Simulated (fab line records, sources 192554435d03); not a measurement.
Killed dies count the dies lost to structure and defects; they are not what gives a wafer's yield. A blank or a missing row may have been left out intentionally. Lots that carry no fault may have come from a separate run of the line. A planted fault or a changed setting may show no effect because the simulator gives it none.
Chamber matching || flow n5Finfet || 4 sister chambers for N5_HKMG_FIN_DESCUM_17 on rieDiel-03
The step chemistry O2, time 7.9 s. 4 wafers are shown with their chamber, then 10 later ones without.

## WAFERS PAIRED WITH THEIR CHAMBERS
{"wafer": "L085.1", "chamber": 1, "showerheadPlenumPTorr (Torr)": 2.19}
{"wafer": "L091.4", "chamber": 0, "showerheadPlenumPTorr (Torr)": 2.10}
{"wafer": "L092.2", "chamber": 2, "showerheadPlenumPTorr (Torr)": 1.99}
{"wafer": "L092.3", "chamber": 3, "showerheadPlenumPTorr (Torr)": 1.98}

## WAFERS WITH NO CHAMBER GIVEN
{"wafer": "L092.4", "showerheadPlenumPTorr (Torr)": 2.09}
{"wafer": "L094.3", "showerheadPlenumPTorr (Torr)": 1.98}
{"wafer": "L094.4", "showerheadPlenumPTorr (Torr)": 2.18}
{"wafer": "L094.6", "showerheadPlenumPTorr (Torr)": 2.18}
{"wafer": "L095.4", "showerheadPlenumPTorr (Torr)": 1.99}
{"wafer": "L095.5", "showerheadPlenumPTorr (Torr)": 1.99}
{"wafer": "L095.6", "showerheadPlenumPTorr (Torr)": 2.18}
{"wafer": "L096.1", "showerheadPlenumPTorr (Torr)": 1.98}
{"wafer": "L096.2", "showerheadPlenumPTorr (Torr)": 2.09}
{"wafer": "L096.6", "showerheadPlenumPTorr (Torr)": 1.99}

## WHICH CHAMBER EACH ONE RAN IN
{"wafer": "L092.4", "from the rows above": 0, "in truth": 0}
{"wafer": "L094.3", "from the rows above": "can't be placed: 3 or 2", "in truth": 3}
{"wafer": "L094.4", "from the rows above": 1, "in truth": 1}
{"wafer": "L094.6", "from the rows above": 1, "in truth": 1}
{"wafer": "L095.4", "from the rows above": "can't be placed: 2 or 3", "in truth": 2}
{"wafer": "L095.5", "from the rows above": "can't be placed: 2 or 3", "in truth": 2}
{"wafer": "L095.6", "from the rows above": 1, "in truth": 1}
{"wafer": "L096.1", "from the rows above": "can't be placed: 3 or 2", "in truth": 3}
{"wafer": "L096.2", "from the rows above": 0, "in truth": 0}
{"wafer": "L096.6", "from the rows above": "can't be placed: 2 or 3", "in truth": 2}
Correctly placed: 5 of 10. From these rows, 5 cannot be placed; in 5 the true chamber is one of the candidates. Wrongly placed: 0.
How it was worked out, from the rows above alone: a wafer's distance from a chamber is the root of the sum, over the readings, of the square of ((its reading less the chamber's mean) divided by the reading's scatter). If the next closest chamber is less than 2 further off than the closest, the wafer can't be placed; otherwise it belongs to the closest. Each chamber's mean is taken over the wafers shown for it. The scatter: root of mean squared gap, hidden wafer to nearest shown wafer, with one shown wafer a chamber.
